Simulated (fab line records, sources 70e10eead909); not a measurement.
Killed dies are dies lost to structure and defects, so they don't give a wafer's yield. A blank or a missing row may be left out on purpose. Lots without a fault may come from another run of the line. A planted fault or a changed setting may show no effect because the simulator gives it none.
Which tool did it? | flow nand_harc | 15 lots, 45 wafers sampled, at 4 steps of a route of 1302

WHAT THE GAUGES READ, wafer by wafer
The record holds no reading of a measuring or inspecting step that can be judged against a usual standard deviation.

WHICH TOOL RAN EACH LOT (tool, then ch and the chambers of the sampled wafers, then the start)
lot  | NHARC_A_CHANNEL_HOLE_D1_DESCUM_15  | NHARC_A_CHANNEL_HOLE_D1_ETCH_39               | NHARC_A_CHANNEL_HOLE_D1_ETCH_34    | NHARC_A_CHANNEL_HOLE_D1_ETCH_25
L994 | rie_diel-09 ch 0,2,3, day 8 06:34  | rie_diel-09 ch 1,2,3, day 8 07:10 or earlier  | rie_diel-09 ch 0,3, day 8 07:10    | har_etch-02 ch 0,1, day 8 12:42
L996 | rie_diel-05 ch 1,3, day 9 01:49    | rie_diel-05 ch 0,1,2, day 9 02:20 or earlier  | rie_diel-05 ch 0,1,2, day 9 02:20  | har_etch-01 ch 0,1, day 9 06:00
L998 | rie_diel-08 ch 1,2,3, day 9 21:56  | rie_diel-08 ch 0,1,2, day 9 22:21 or earlier  | rie_diel-08 ch 0,2,3, day 9 22:21  | har_etch-02 ch 0,1, day 10 03:07
L999 | rie_diel-08 ch 0,3, day 10 19:53   | rie_diel-08 ch 0,1, day 10 20:19 or earlier   | rie_diel-08 ch 0,3, day 10 20:19   | har_etch-01 ch 0,1, day 11 00:16
L100 | rie_diel-08 ch 1,3, day 11 05:35   | rie_diel-08 ch 0,1,3, day 11 06:01 or earlier | rie_diel-08 ch 0,1,2, day 11 06:01 | har_etch-01 ch 0,1, day 11 09:38
L101 | rie_diel-08 ch 0,1, day 11 14:38   | rie_diel-08 ch 1,3, day 11 15:04 or earlier   | rie_diel-08 ch 1,2, day 11 15:04   | har_etch-02 ch 0,1, day 11 20:48
L102 | rie_diel-08 ch 0,1,2, day 12 02:25 | rie_diel-08 ch 1,2,3, day 12 02:49 or earlier | rie_diel-08 ch 0,1, day 12 02:49   | har_etch-01 ch 0,1, day 12 06:46
L107 | rie_diel-05 ch 0,1, day 13 16:42   | rie_diel-05 ch 0,3, day 13 17:08 or earlier   | rie_diel-05 ch 0,1,2, day 13 17:08 | har_etch-01 ch 0,1, day 13 22:59
L108 | rie_diel-08 ch 0,2,3, day 14 14:16 | rie_diel-08 ch 1,2,3, day 14 14:41 or earlier | rie_diel-08 ch 0,1,2, day 14 14:41 | har_etch-02 ch 0,1, day 14 21:17
L110 | rie_diel-08 ch 0,1,3, day 14 23:50 | rie_diel-08 ch 0,1, day 15 00:16 or earlier   | rie_diel-08 ch 0,1,3, day 15 00:16 | har_etch-01 ch 0,1, day 15 03:55
L111 | rie_diel-08 ch 0,1,3, day 15 16:25 | rie_diel-08 ch 0,1,3, day 15 16:51 or earlier | rie_diel-08 ch 1,2,3, day 15 16:51 | har_etch-01 ch 0,1, day 15 23:20
L112 | rie_diel-09 ch 0,1,3, day 15 19:04 | rie_diel-09 ch 0,1,2, day 15 19:29 or earlier | rie_diel-09 ch 0,1,3, day 15 19:29 | har_etch-01 ch 0,1, day 16 03:29
L114 | rie_diel-09 ch 0,1,2, day 16 14:44 | rie_diel-09 ch 0,2,3, day 16 15:09 or earlier | rie_diel-09 ch 0,3, day 16 15:09   | har_etch-01 ch 0,1, day 16 20:43
L116 | rie_diel-09 ch 0,3, day 17 10:51   | rie_diel-09 ch 1,2,3, day 17 11:18 or earlier | rie_diel-09 ch 0,1,2, day 17 11:18 | har_etch-01 ch 0,1, day 17 17:35
L117 | rie_diel-08 ch 0,1,2, day 17 23:29 | rie_diel-08 ch 0,1,2, day 17 23:55 or earlier | rie_diel-08 ch 0,2,3, day 17 23:55 | har_etch-01 ch 0,1, day 18 03:33
- NHARC_A_CHANNEL_HOLE_D1_DESCUM_15: chemistry O2, time 3 s.
- NHARC_A_CHANNEL_HOLE_D1_ETCH_39: etches the open film in N2/H2, target depth 260 nm, time 325 s.
- NHARC_A_CHANNEL_HOLE_D1_ETCH_34: etches the open film in CF4/CHF3, target depth 154 nm, time 77 s.
- NHARC_A_CHANNEL_HOLE_D1_ETCH_25: etches the open film in C4F8/O2/Ar, time 1040.2 s, target depth 1500 nm.

WHAT THE TOOLS THEMSELVES READ (means of the sampled wafers that have a number; where no wafer has one, the mark that the record gives instead)
NHARC_A_CHANNEL_HOLE_D1_DESCUM_15.
lot  | tool        | drypump_motor_current_A (A) | oes_product_au (a.u.) | rf_vpp_V (V) | showerhead_plenum_p_Torr (Torr) | throttle_valve_pct (%)
L994 | rie_diel-09 | 5.5                         | 1.000                 | 57.0         | 1.86                            | 11.314
L996 | rie_diel-05 | 5.9                         | 0.988                 | 58.1         | 1.91                            | 11.315
L998 | rie_diel-08 | 5.5                         | 1.003                 | 57.7         | 1.85                            | 11.305
L999 | rie_diel-08 | 5.4                         | 1.001                 | 58.4         | 1.98                            | 11.315
L100 | rie_diel-08 | 5.3                         | 0.990                 | 57.8         | 1.86                            | 11.309
L101 | rie_diel-08 | 5.0                         | 0.997                 | 57.2         | 1.87                            | 11.310
L102 | rie_diel-08 | 5.2                         | 0.989                 | 57.1         | 1.86                            | 11.309
L107 | rie_diel-05 | 5.6                         | 0.991                 | 57.1         | 1.82                            | 11.303
L108 | rie_diel-08 | 5.6                         | 0.998                 | 58.3         | 1.91                            | 11.316
L110 | rie_diel-08 | 5.3                         | 0.996                 | 57.7         | 1.92                            | 11.301
L111 | rie_diel-08 | 5.4                         | 0.995                 | 58.4         | 1.92                            | 11.311
L112 | rie_diel-09 | 5.4                         | 0.998                 | 57.8         | 1.84                            | 11.318
L114 | rie_diel-09 | 5.5                         | 1.002                 | 57.8         | 1.90                            | 11.312
L116 | rie_diel-09 | 5.3                         | 0.993                 | 56.8         | 1.77                            | 11.304
L117 | rie_diel-08 | 5.2                         | 0.999                 | 58.2         | 1.86                            | 11.314

NHARC_A_CHANNEL_HOLE_D1_ETCH_39.
lot  | tool        | drypump_motor_current_A (A) | oes_product_au (a.u.) | rf_vpp_V (V) | run_length_s (s) | showerhead_plenum_p_Torr (Torr) | throttle_valve_pct (%)
L994 | rie_diel-09 | 5.5                         | 0.991                 | 430.5        | 346.9            | 2.05                            | 14.169
L996 | rie_diel-05 | 5.8                         | 0.993                 | 430.4        | 346.2            | 2.00                            | 14.173
L998 | rie_diel-08 | 5.2                         | 1.008                 | 429.3        | 346.3            | 1.98                            | 14.171
L999 | rie_diel-08 | 5.0                         | 1.001                 | 429.5        | 346.3            | 1.99                            | 14.181
L100 | rie_diel-08 | 5.3                         | 0.996                 | 431.3        | 346.5            | 2.05                            | 14.159
L101 | rie_diel-08 | 5.6                         | 0.986                 | 430.9        | 346.4            | 2.04                            | 14.169
L102 | rie_diel-08 | 5.5                         | 0.999                 | 428.6        | 346.8            | 1.97                            | 14.171
L107 | rie_diel-05 | 5.9                         | 0.993                 | 430.4        | 346.0            | 2.03                            | 14.166
L108 | rie_diel-08 | 5.5                         | 0.988                 | 428.2        | 346.7            | 1.97                            | 14.178
L110 | rie_diel-08 | 5.0                         | 1.005                 | 431.3        | 346.2            | 2.05                            | 14.160
L111 | rie_diel-08 | 5.3                         | 1.001                 | 431.3        | 346.2            | 2.05                            | 14.172
L112 | rie_diel-09 | 5.5                         | 0.997                 | 431.1        | 346.3            | 2.03                            | 14.171
L114 | rie_diel-09 | 5.5                         | 1.009                 | 428.5        | 346.7            | 1.96                            | 14.169
L116 | rie_diel-09 | 5.5                         | 0.982                 | 430.1        | 346.9            | 2.03                            | 14.177
L117 | rie_diel-08 | 5.2                         | 0.994                 | 428.3        | 346.5            | 1.98                            | 14.168

NHARC_A_CHANNEL_HOLE_D1_ETCH_34.
lot  | tool        | drypump_motor_current_A (A) | oes_product_au (a.u.) | rf_vpp_V (V) | run_length_s (s) | showerhead_plenum_p_Torr (Torr) | throttle_valve_pct (%)
L994 | rie_diel-09 | 5.3                         | 0.957                 | 367.3        | 98.9             | 1.48                            | 16.799
L996 | rie_diel-05 | 5.8                         | 0.950                 | 369.8        | 98.4             | 1.54                            | 16.805
L998 | rie_diel-08 | 5.5                         | 0.975                 | 370.2        | 98.3             | 1.57                            | 16.804
L999 | rie_diel-08 | 5.4                         | 0.964                 | 372.5        | 97.9             | 1.63                            | 16.796
L100 | rie_diel-08 | 5.2                         | 0.965                 | 369.9        | 98.3             | 1.53                            | 16.809
L101 | rie_diel-08 | 5.1                         | 0.922                 | 367.8        | 98.7             | 1.49                            | 16.795
L102 | rie_diel-08 | 5.0                         | 0.972                 | 370.9        | 98.3             | 1.59                            | 16.807
L107 | rie_diel-05 | 5.8                         | 0.929                 | 369.2        | 98.2             | 1.53                            | 16.804
L108 | rie_diel-08 | 5.2                         | 0.924                 | 369.1        | 93.6             | 1.53                            | 16.810
L110 | rie_diel-08 | 5.3                         | 0.920                 | 370.6        | 95.9             | 1.58                            | 16.801
L111 | rie_diel-08 | 5.5                         | 0.957                 | 369.4        | 96.4             | 1.53                            | 16.800
L112 | rie_diel-09 | 5.3                         | 0.953                 | 369.4        | 98.8             | 1.52                            | 16.794
L114 | rie_diel-09 | 5.3                         | 0.975                 | 366.9        | 98.5             | 1.46                            | 16.815
L116 | rie_diel-09 | 5.5                         | 0.965                 | 369.8        | 98.7             | 1.56                            | 16.814
L117 | rie_diel-08 | 5.6                         | 0.965                 | 369.8        | 98.5             | 1.57                            | 16.800

NHARC_A_CHANNEL_HOLE_D1_ETCH_25.
lot  | tool        | drypump_motor_current_A (A) | run_length_s (s) | showerhead_plenum_p_Torr (Torr) | temp_c (C) | throttle_valve_pct (%)
L994 | har_etch-02 | 6.1                         | 1025.2           | 3.47                            | -20.00     | 32.234
L996 | har_etch-01 | 5.7                         | 1025.2           | 3.66                            | -19.97     | 32.233
L998 | har_etch-02 | 6.1                         | 1025.2           | 3.46                            | -19.98     | 32.236
L999 | har_etch-01 | 5.9                         | 1025.2           | 3.59                            | -19.92     | 32.239
L100 | har_etch-01 | 6.0                         | 1025.2           | 3.58                            | -19.93     | 32.233
L101 | har_etch-02 | 6.1                         | 1025.2           | 3.44                            | -20.01     | 32.241
L102 | har_etch-01 | 5.9                         | 1025.2           | 3.58                            | -19.94     | 32.231
L107 | har_etch-01 | 6.0                         | 1025.2           | 3.56                            | -20.01     | 32.236
L108 | har_etch-02 | 6.1                         | 1025.2           | 3.42                            | -20.01     | 32.232
L110 | har_etch-01 | 5.7                         | 1025.2           | 3.62                            | -20.00     | 32.238
L111 | har_etch-01 | 5.7                         | 1025.2           | 3.61                            | -20.06     | 32.237
L112 | har_etch-01 | 5.7                         | 1025.2           | 3.61                            | -19.99     | 32.239
L114 | har_etch-01 | 5.7                         | 1025.2           | 3.60                            | -19.99     | 32.237
L116 | har_etch-01 | 5.7                         | 1025.2           | 3.59                            | -19.96     | 32.231
L117 | har_etch-01 | 5.7                         | 1025.2           | 3.59                            | -19.87     | 32.234

THE ANSWER, worked out from the rows above alone
Rule: what is usual is taken from the lots themselves. Put in order of their means at a reading, lots are off if they are a third of the lots or fewer, leave a main group of 4 or more, and stand apart from it by a gap of 3 or more times the standard deviation of the main group's means; of several such gaps the widest counts. A main group whose means are all the same, to the digits that the tables above print for the reading, isn't used. A lot without any number at a reading at which 4 lots or more have one is off too. The other lots that the step has rows for count as sound. The gauges are gone through in route order, then the tools' own readings, and for those a lot's mean is taken as printed above. The first step at which some lot is off is used, and at that step the reading that is off furthest; a lot without a number counts as furthest.
Off: L108, L110, L111, at NHARC_A_CHANNEL_HOLE_D1_ETCH_34 (run_length_s). The main group: mean 98.5 s, standard deviation 0.27.
A tool fits if, at that step or a process step before it, it ran every lot that is off, and no sound lot after the first of them. NHARC_A_CHANNEL_HOLE_D1_ETCH_39 gives no start for some lots, so the hours and the order of its lots are those of NHARC_A_CHANNEL_HOLE_D1_ETCH_34. None of those tried fits.

WHAT THE SIMULATOR HAD PUT IN
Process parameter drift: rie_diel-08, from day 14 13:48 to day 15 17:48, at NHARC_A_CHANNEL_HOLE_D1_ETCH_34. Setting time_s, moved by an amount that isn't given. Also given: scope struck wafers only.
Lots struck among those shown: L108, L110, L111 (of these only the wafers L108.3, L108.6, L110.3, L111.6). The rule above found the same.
